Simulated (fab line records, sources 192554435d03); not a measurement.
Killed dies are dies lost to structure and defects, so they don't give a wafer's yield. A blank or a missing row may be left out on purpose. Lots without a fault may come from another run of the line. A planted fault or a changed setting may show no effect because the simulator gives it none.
Chamber matching | flow n5_finfet | N5_BEOL_M2_PRE_CLEAN_60 on cvd_co-02: 3 sister chambers
The step time 15 s. 6 wafers are shown with their chamber, then 8 later ones without.

WAFERS WITH THEIR CHAMBER
wafer  | chamber | heater_power_w (W)
L960.5 | 0       | 43
L968.4 | 1       | 111
L969.1 | 0       | 41
L971.2 | 2       | 81
L971.3 | 1       | 115
L971.5 | 2       | 79

WAFERS WITHOUT THEIR CHAMBER
wafer  | heater_power_w (W)
L970.1 | 42
L970.5 | 41
L970.6 | 112
L972.1 | 114
L972.3 | 80
L972.4 | 80
L979.1 | 82
L979.5 | 43

WHICH CHAMBER EACH WENT THROUGH
wafer  | from the rows above | in truth
L970.1 | 0                   | 0
L970.5 | 0                   | 0
L970.6 | 1                   | 1
L972.1 | 1                   | 1
L972.3 | 2                   | 2
L972.4 | 2                   | 2
L979.1 | 2                   | 2
L979.5 | 0                   | 0
Placed correctly: 8 of 8. Can't be placed from these rows: 0. Placed wrongly: 0.
How it was worked out, from the rows above alone: a wafer's distance from a chamber is the root of the sum, over the readings, of the square of ((its reading less the chamber's mean) divided by the reading's scatter). The wafer belongs to the nearest chamber; if the next one is less than 2 further off, it can't be placed. A chamber's mean is the mean of its shown wafers. The scatter: the root of (the sum of the squares of (reading less its chamber's mean) over the shown wafers, divided by (wafers less chambers)).
